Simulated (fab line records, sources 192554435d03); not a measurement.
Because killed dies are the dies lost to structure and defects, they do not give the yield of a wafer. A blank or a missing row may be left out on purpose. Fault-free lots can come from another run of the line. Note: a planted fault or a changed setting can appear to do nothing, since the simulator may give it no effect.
Split-lot study    flow n5Finfet    21 wafers read across 7 lots, on a route 1938 steps long

ON THE SPLIT
At N5_BEOL_M1_ETCH_64 (etches SOC in N2/H2, target depth 75 nm, overetch 15 nm, time 112.5 s), the setting biasW was moved away from the recipe's 150 W on 7 of the 21 wafers read, by -16.7% to +15.5%. For the rest of the wafers, this setting stayed at what the recipe calls for.

Reading taken at the split's own step.

THE READING
rfVppV, in V, at N5_BEOL_M1_ETCH_64 (etches SOC in N2/H2, target depth 75 nm, overetch 15 nm, time 112.5 s). On this fab line, fault-free wafers typically give 523.8 V with a standard deviation of 2.6 V.

wafer   tool, chamber at the split  biasW as run, W  against the recipe  rfVppV, V  against lot-mates on the recipe
L076.1  rieDiel-01, 3               150              recipe              526.0      -
L076.4  rieDiel-01, 2               150              recipe              525.7      -
L076.6  rieDiel-01, 3               150              recipe              526.2      -
L077.2  rieDiel-04, 1               133              -11.3%              485.0      -37.5
L077.3  rieDiel-04, 3               150              recipe              522.5      -
L077.6  rieDiel-04, 3               150              recipe              522.5      -
L082.1  rieDiel-05, 0               141.2            -5.9%               500.8      -19.5
L082.4  rieDiel-05, 3               141.2            -5.9%               500.7      -19.6
L082.5  rieDiel-05, 3               150              recipe              520.3      -
L086.2  rieDiel-05, 2               150              recipe              525.7      -
L086.3  rieDiel-05, 3               150              recipe              520.7      -
L086.6  rieDiel-05, 0               150              recipe              521.3      -
L093.1  rieDiel-04, 3               124.9            -16.7%              463.8      -62.5
L093.2  rieDiel-04, 0               124.9            -16.7%              468.9      -57.4
L093.6  rieDiel-04, 0               150              recipe              526.3      -
L094.1  rieDiel-01, 2               150              recipe              526.6      -
L094.3  rieDiel-01, 0               150              recipe              526.5      -
L094.6  rieDiel-01, 2               150              recipe              525.3      -
L097.2  rieDiel-05, 0               173.2            +15.5%              569.7      +49.0
L097.3  rieDiel-05, 1               173.2            +15.5%              568.2      +47.5
L097.5  rieDiel-05, 0               150              recipe              520.7      -

THE FIT
A straight line over all 21 wafers: rfVppV changes by +3.24 V for each +1% of biasW; r = +0.99; the points scatter about the line by 3.1 V.
The same after taking each lot's own level away (the mean of its wafers on the recipe; 21 wafers): +3.35 V for each +1%; r = +1.00; scatter 2 V.
According to that fit, moving biasW by its largest amount changes the reading by 56 V.
From 520.30 to 526.30 V: that is the span of the lots' own levels, equal to 2.3 times the standard deviation above.
The two slopes agree, so the slope changes little with the lot-to-lot level.
Check: with one of the wafers moved furthest among these (-16.7%) left out of the fit, the line predicts -54.8 V for it against its lot-mates. Against them it came out at -62.5 V.
Tool readings at the split's step, against how far the setting was moved: rfVppV r = +0.99.

FURTHER SPLITS ON THESE WAFERS
Other splits were also applied to these wafers ahead of the reading. Each is held against what the fit with the lots' levels taken away leaves over:
other split on the same wafers            wafers away from the commonest value  r with rfVppV (lot level and that fit taken away)
N5_BEOL_M0_SAQP_SPACER1_ALD_98 aldCycles  6                                     +0.08
N5_BEOL_M0_SAQP_ETCH_106 targetDepthA     8                                     -0.10
N5_BEOL_M1_ETCH_74 biasW                  3                                     +0.16

THE WHOLE CHAIN: every reading that the file lists as answering this split, in the file's order
step                what it does                                                           reading                                                                          change (the file's fit)                r (the file's)
N5_BEOL_M1_ETCH_64  etches SOC in N2/H2, target depth 75 nm, overetch 15 nm, time 112.5 s  rfVppV                                                                           +3.36 V for each +1% of the setting    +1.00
N5_BEOL_M1_ETCH_64  etches SOC in N2/H2, target depth 75 nm, overetch 15 nm, time 112.5 s  SiARC_of_BEOL_M1_COAT_62.thkNm (the simulator's own value, which no gauge read)  -0.064 nm for each +1% of the setting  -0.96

FILE'S OWN FIT
rfVppV changes by +3.36 V for each +1% of biasW, r = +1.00.
